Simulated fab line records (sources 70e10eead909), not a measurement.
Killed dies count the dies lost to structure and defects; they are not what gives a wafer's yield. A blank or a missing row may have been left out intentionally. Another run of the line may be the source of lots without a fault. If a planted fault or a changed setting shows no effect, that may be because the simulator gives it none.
The tool behind it: which one? + flow nand_harc + Sampling: 11 lots, 33 wafers, 5 of 1159 route steps

WHAT THE GAUGES READ, wafer by wafer
NHARC_P_BONDPAD_CD_MEAS_09: target cd 500 nm. Usual: cd_nm 500.9 nm, standard deviation 2.3.
| lot  | measured     | on        | cd_nm (nm)        | flag |
|------|--------------|-----------|-------------------|------|
| L414 | day 6 14:33  | cd_sem-01 | 502.7 503.6 499.3 |      |
| L415 | day 6 21:17  | cd_sem-03 | 504.1 504.1 500.8 |      |
| L423 | day 8 16:03  | cd_sem-01 | 497.8 498.9 497.9 |      |
| L424 | day 8 17:14  | cd_sem-03 | 498.9 500.9 497.7 |      |
| L428 | day 9 11:39  | cd_sem-03 | 502.5 500.4 503.6 |      |
| L426 | day 9 14:07  | cd_sem-03 | 499.1 498.0 500.7 |      |
| L431 | day 10 11:34 | cd_sem-03 | 504.4 500.2 505.5 |      |
| L430 | day 10 12:29 | cd_sem-03 | 502.1 501.8 502.6 |      |
| L433 | day 11 00:13 | cd_sem-02 | 499.3 499.0 501.5 |      |
| L434 | day 11 10:33 | cd_sem-03 | 503.3 501.9 500.4 |      |
| L436 | day 12 06:16 | cd_sem-02 | 495.2 497.0 501.0 |      |

NHARC_END_SORT_01. Usual: defect_limited_yield 95.3 %, standard deviation 1.7; killed_at_array 28, standard deviation 11; killed_at_other 0.7, standard deviation 1.1; killed_at_periphery 2.9, standard deviation 2; killed_dies 32, standard deviation 11; killed_open 3.2, standard deviation 1.8; killed_short 2.0, standard deviation 1.4; sort_bin_2_pct 1.5 %, standard deviation 0.67; sort_bin_3_pct 0.28 %, standard deviation 0.24; sort_bin_4_pct 2.9 %, standard deviation 1.1; sort_n_pass 645, standard deviation 11; sort_rim_yield_pct 95.7 %, standard deviation 2.6; sort_yield_pct 95.3 %, standard deviation 1.7.
| lot  | measured     | on        | defect_limited_yield (%) | killed_at_array | killed_at_other | killed_at_periphery | killed_dies | killed_open | killed_short | sort_bin_2_pct (%) | sort_bin_3_pct (%) | sort_bin_4_pct (%) | sort_n_pass | sort_rim_yield_pct (%) | sort_yield_pct (%) | flag |
|------|--------------|-----------|--------------------------|-----------------|-----------------|---------------------|-------------|-------------|--------------|--------------------|--------------------|--------------------|-------------|------------------------|--------------------|------|
| L423 | day 21 21:52 | prober-01 | 0 0 0                    | 49 49 40        | 1 0 1           | 627 628 636         | 677 677 677 | 1 5 3       | 2 1 2        | 94.5 95.1 96.5     | 0.74 0.30 0.44     | 4.7 4.6 3.1        | 0 0 0       | 0 0 0                  | 0 0 0              | OFF  |
| L424 | day 21 12:27 | prober-01 | 0 0 0                    | 34 22 14        | 0 0 0           | 643 655 663         | 677 677 677 | 3 4 3       | 2 3 0        | 96.8 97.8 98.4     | 0 0.30 0           | 3.2 1.9 1.6        | 0 0 0       | 0 0 0                  | 0 0 0              | OFF  |
| L426 | day 22 06:47 | prober-02 | 0 0 0                    | 10 13 11        | 0 0 0           | 667 664 666         | 677 677 677 | 2 3 2       | 1 2 1        | 98.4 98.5 99.0     | 0 0.30 0           | 1.6 1.2 1.0        | 0 0 0       | 0 0 0                  | 0 0 0              | OFF  |
| L433 | day 23 19:53 | prober-01 | 97.6 97.2 96.3           | 12 17 20        | 1 2 0           | 3 0 5               | 16 19 25    | 2 1 6       | 1 5 1        | 0.7 0.9 1.3        | 0 0.44 0           | 1.6 1.5 2.4        | 661 658 652 | 99.1 96.2 94.3         | 97.6 97.2 96.3     |      |

WHAT TOOL EACH LOT RAN ON (gives the tool, then ch and the chambers of the sampled wafers, and finally the start)
| lot  | NHARC_P_BONDPAD_DEP_00                   | NHARC_P_BONDPAD_DESCUM_11          | NHARC_P_BONDPAD_ETCH_12            |
|------|------------------------------------------|------------------------------------|------------------------------------|
| L414 | pecvd-02 ch 1,2, day 6 13:24             | rie_diel-12 ch 0,1, day 6 14:45    | rie_diel-12 ch 0,1, day 6 14:58    |
| L415 | pecvd-02 ch 0,1,2, day 6 20:09           | rie_diel-06 ch 0,1,3, day 6 21:29  | rie_diel-06 ch 0,2,3, day 6 21:44  |
| L423 | pecvd-03 ch 0,2, day 8 14:50             | rie_diel-12 ch 0,1,2, day 8 16:17  | rie_diel-12 ch 0,2, day 8 16:28    |
| L424 | pecvd-01 ch 0,1, day 8 16:02             | rie_diel-12 ch 0,2, day 8 17:28    | rie_diel-12 ch 0,1, day 8 17:41    |
| L428 | pecvd-01 ch 0,2, day 9 10:28             | rie_diel-05 ch 0,1,3, day 9 11:52  | rie_diel-05 ch 0,3, day 9 12:05    |
| L426 | pecvd-02 ch 0,1,2, day 9 13:04           | rie_diel-05 ch 0,1, day 9 14:20    | rie_diel-05 ch 0,1,3, day 9 14:36  |
| L431 | pecvd-01 ch 0,1, day 10 11:34 or earlier | rie_diel-05 ch 0,2,3, day 10 11:49 | rie_diel-05 ch 2,3, day 10 11:58   |
| L430 | pecvd-01 ch 0,2, day 10 11:15            | rie_diel-12 ch 0,1,2, day 10 12:42 | rie_diel-12 ch 1,3, day 10 12:53   |
| L433 | pecvd-03 ch 0,1, day 11 00:13 or earlier | rie_diel-12 ch 0,3, day 11 00:26   | rie_diel-12 ch 0,2,3, day 11 00:37 |
| L434 | pecvd-02 ch 0,1,2, day 11 09:20          | rie_diel-12 ch 1,2, day 11 10:46   | rie_diel-12 ch 0,2,3, day 11 10:58 |
| L436 | pecvd-02 ch 0,2, day 12 05:01            | rie_diel-12 ch 0,1,3, day 12 06:29 | rie_diel-12 ch 0,2, day 12 06:39   |
- NHARC_P_BONDPAD_DEP_00: deposits SiCN, target thk 250 nm.
- NHARC_P_BONDPAD_DESCUM_11: chemistry O2, time 3 s.
- NHARC_P_BONDPAD_ETCH_12: etches the open film in CHF3/O2, target depth 200 nm, time 100 s.

AS READ BY THE TOOLS THEMSELVES (means over the sampled wafers that have a number; for cases with no such wafer, the mark the record gives instead)
NHARC_P_BONDPAD_DEP_00. Usual: heater_power_w 624 W, standard deviation 76.
| lot  | tool     | heater_power_w (W) | flag |
|------|----------|--------------------|------|
| L414 | pecvd-02 | 536                |      |
| L415 | pecvd-02 | 665                |      |
| L423 | pecvd-03 | 566                |      |
| L424 | pecvd-01 | 643                |      |
| L428 | pecvd-01 | 591                |      |
| L426 | pecvd-02 | 606                |      |
| L431 | pecvd-01 | 659                |      |
| L430 | pecvd-01 | 579                |      |
| L433 | pecvd-03 | 600                |      |
| L434 | pecvd-02 | 634                |      |
| L436 | pecvd-02 | 707                |      |

NHARC_P_BONDPAD_DESCUM_11. Usual: drypump_motor_current_A 5.6 A, standard deviation 0.39; mfc_ar_sccm 0.015 sccm, standard deviation 0.01; oes_product_au 0.997 a.u., standard deviation 0.0099; rf_vpp_V 57.6 V, standard deviation 0.92; showerhead_plenum_p_Torr 1.87 Torr, standard deviation 0.091; throttle_valve_pct 11.312 %, standard deviation 0.0099.
| lot  | tool        | drypump_motor_current_A (A) | mfc_ar_sccm (sccm) | oes_product_au (a.u.) | rf_vpp_V (V) | showerhead_plenum_p_Torr (Torr) | throttle_valve_pct (%) | flag |
|------|-------------|-----------------------------|--------------------|-----------------------|--------------|---------------------------------|------------------------|------|
| L414 | rie_diel-12 | 5.3                         | 0.021              | 0.994                 | 57.9         | 1.83                            | 11.310                 |      |
| L415 | rie_diel-06 | 5.9                         | 0.016              | 1.015                 | 56.9         | 1.87                            | 11.322                 |      |
| L423 | rie_diel-12 | 5.7                         | 0.022              | 0.994                 | 57.5         | 1.89                            | 11.299                 |      |
| L424 | rie_diel-12 | 5.9                         | 0.025              | 0.991                 | 57.6         | 1.87                            | 11.312                 |      |
| L428 | rie_diel-05 | 5.7                         | 0.008              | 0.999                 | 57.0         | 1.90                            | 11.312                 |      |
| L426 | rie_diel-05 | 5.7                         | 0.005              | 0.985                 | 57.0         | 1.82                            | 11.311                 |      |
| L431 | rie_diel-05 | 5.6                         | 0.008              | 1.001                 | 57.5         | 1.92                            | 11.309                 |      |
| L430 | rie_diel-12 | 5.7                         | 0.022              | 1.003                 | 57.0         | 1.89                            | 11.318                 |      |
| L433 | rie_diel-12 | 5.5                         | 0.019              | 0.995                 | 57.3         | 1.81                            | 11.319                 |      |
| L434 | rie_diel-12 | 5.5                         | 0.019              | 0.998                 | 58.4         | 1.91                            | 11.319                 |      |
| L436 | rie_diel-12 | 5.3                         | 0.015              | 1.003                 | 57.1         | 1.83                            | 11.311                 |      |

NHARC_P_BONDPAD_ETCH_12. Usual: bias_w 200.1 W, standard deviation 0.6; chamber_pressure_mTorr 24.999 mTorr, standard deviation 0.021; drypump_motor_current_A 5.6 A, standard deviation 0.4; mfc_ar_sccm 200.0 sccm, standard deviation 0.61; oes_product_au 0.938 a.u., standard deviation 0.021; rf_vpp_V 369.6 V, standard deviation 2.5; showerhead_plenum_p_Torr 2.36 Torr, standard deviation 0.11; throttle_valve_pct 20.572 %, standard deviation 0.0091.
| lot  | tool        | bias_w (W) | chamber_pressure_mTorr (mTorr) | drypump_motor_current_A (A) | mfc_ar_sccm (sccm) | oes_product_au (a.u.) | rf_vpp_V (V) | showerhead_plenum_p_Torr (Torr) | throttle_valve_pct (%) | flag |
|------|-------------|------------|--------------------------------|-----------------------------|--------------------|-----------------------|--------------|---------------------------------|------------------------|------|
| L414 | rie_diel-12 | 200.2      | 24.994                         | 5.3                         | 199.8              | 0.920                 | 367.6        | 2.30                            | 20.570                 |      |
| L415 | rie_diel-06 | 200.3      | 25.008                         | 5.7                         | 200.4              | 0.928                 | 369.1        | 2.35                            | 20.570                 |      |
| L423 | rie_diel-12 | -          | -                              | -                           | -                  | -                     | -            | -                               | -                      | OFF  |
| L424 | rie_diel-12 | -          | -                              | -                           | -                  | -                     | -            | -                               | -                      | OFF  |
| L428 | rie_diel-05 | 200.2      | 25.004                         | 5.7                         | 199.4              | 0.931                 | 370.1        | 2.38                            | 20.577                 |      |
| L426 | rie_diel-05 | -          | -                              | -                           | -                  | -                     | -            | -                               | -                      | OFF  |
| L431 | rie_diel-05 | 199.2      | 24.984                         | 5.6                         | 199.6              | 0.978                 | 373.2        | 2.52                            | 20.562                 |      |
| L430 | rie_diel-12 | 199.7      | 24.970                         | 5.1                         | 199.6              | 0.968                 | 369.5        | 2.31                            | 20.565                 |      |
| L433 | rie_diel-12 | 200.2      | 24.991                         | 5.6                         | 200.4              | 0.921                 | 369.1        | 2.37                            | 20.573                 |      |
| L434 | rie_diel-12 | 200.4      | 24.998                         | 5.6                         | 199.4              | 0.922                 | 369.8        | 2.37                            | 20.577                 |      |
| L436 | rie_diel-12 | 200.1      | 25.007                         | 5.9                         | 199.5              | 0.916                 | 369.9        | 2.35                            | 20.565                 |      |

THE ANSWER, worked out from the rows above alone
Rule: lot off if the mean of its wafers having a number is beyond 3 standard deviations from the usual mean. Also off: a lot with no number at a reading for which 4 or more lots have one. All remaining lots with rows at the step are treated as sound. First the gauges in route order, then the tools' own readings, where a lot's mean is used as printed above. At the first step where some lot is off, the reading lying furthest off is the one used; lots without a number count as furthest.
Off at NHARC_END_SORT_01 (killed_at_periphery): L423, L424, L426. Neither off nor sound, because the step has no rows for them: L414, L415, L428, L431, L430, L434, L436.
If a tool, at a process step before that reading, ran all the lots that are off and no sound lot after the first of them, it fits. The gauges at NHARC_END_SORT_01 aren't tried: what is off there is off at NHARC_P_BONDPAD_ETCH_12 too, on other tools, and a gauge's error can't cause that. Because NHARC_P_BONDPAD_DEP_00 lacks a start for some lots, the hours and order of its lots are taken from NHARC_P_BONDPAD_CD_MEAS_09. None of those tried fits.

WHAT THE SIMULATOR HAD PUT IN
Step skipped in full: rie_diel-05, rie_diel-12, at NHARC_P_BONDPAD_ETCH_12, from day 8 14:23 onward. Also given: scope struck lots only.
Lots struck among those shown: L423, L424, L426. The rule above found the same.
